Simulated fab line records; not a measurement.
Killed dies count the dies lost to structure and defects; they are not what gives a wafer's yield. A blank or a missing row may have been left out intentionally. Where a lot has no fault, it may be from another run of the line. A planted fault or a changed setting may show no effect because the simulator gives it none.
Chamber matching    flow nandHarc    NHARC_P_ZERO_WELL_ETCH_65 on rieDiel-13 has 4 sister chambers
The step etches the open film in N2/H2, target depth 80 nm, overetch 24 nm, time 87.88 s. 24 wafers are shown with their chamber, then 12 later ones without.

EACH WAFER AND ITS CHAMBER
wafer   chamber  showerheadPlenumPTorr (Torr)  rfVppV (V)  oesProductAu (a.u.)
L074.2  1        1.90                          427         0.999
L074.4  0        2.07                          432         1.007
L074.5  3        1.93                          429         1.014
L076.1  3        1.93                          427         1.015
L076.2  0        2.07                          432         1.010
L076.4  3        1.93                          427         1.007
L077.2  1        1.90                          427         0.999
L077.4  1        1.90                          426         0.995
L077.6  3        1.93                          427         1.009
L080.3  1        1.89                          424         1.007
L080.4  3        1.92                          426         1.010
L080.6  1        1.89                          427         1.006
L081.1  0        2.06                          431         0.995
L081.5  3        1.92                          427         1.014
L081.6  0        2.06                          431         0.995
L082.2  0        2.06                          432         1.004
L082.5  2        2.14                          433         1.006
L082.6  3        1.92                          426         1.016
L087.3  0        2.06                          432         1.002
L087.5  0        2.06                          432         1.009
L087.6  3        1.91                          428         1.017
L088.3  2        2.13                          434         1.030
L088.4  0        2.06                          430         1.005
L088.6  0        2.06                          431         1.009

SIGNATURES, as means of the wafers listed above
reading                chamber 0  chamber 1  chamber 2  chamber 3  scatter within a chamber
showerheadPlenumPTorr  2.0622     1.8960     2.1350     1.9237     0.00597
rfVppV                 431.44     426.20     433.50     427.12     0.959
oesProductAu           1.00400    1.00120    1.01800    1.01275    0.00611
Rule: distance of a wafer from a chamber = root of the sum over the readings of ((wafer's reading minus chamber's mean) / reading's scatter) squared. If the next closest chamber is less than 2 further off than the closest, the wafer can't be placed; otherwise it belongs to the closest. How the scatter is found: for the shown wafers, subtract from each reading the mean of its chamber, square and add these, divide the total by (wafers less chambers), then take the root.

WAFERS WITH NO CHAMBER GIVEN
wafer   showerheadPlenumPTorr (Torr)  rfVppV (V)  oesProductAu (a.u.)
L090.1  2.05                          431         1.005
L090.2  2.13                          433         1.009
L090.6  2.22                          436         0.998
L094.1  1.91                          428         0.998
L094.2  2.05                          432         1.017
L094.5  1.91                          427         1.001
L095.1  2.12                          432         1.005
L095.2  2.05                          431         1.009
L095.5  1.91                          428         1.011
L096.1  2.21                          435         1.017
L096.3  2.12                          431         1.008
L096.4  1.90                          427         1.010

EACH ONE'S CHAMBER
wafer    from the rows above       in truth
L090.1   0                         0
L090.2   2                         2
L090.6   2                         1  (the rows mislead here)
L094.1   can't be placed: 1 or 3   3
L094.2   0                         0
L094.5   can't be placed: 1 or 3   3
L095.1   2                         2
L095.2   0                         0
L095.5   can't be placed: 3 or 1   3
L096.1   2                         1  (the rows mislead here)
L096.3   2                         2
L096.4   1                         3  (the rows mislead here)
Correct placement for 6 of the 12. Can't be placed from these rows: 3 (the true chamber is among the candidates in 3). Placed wrongly: 3.
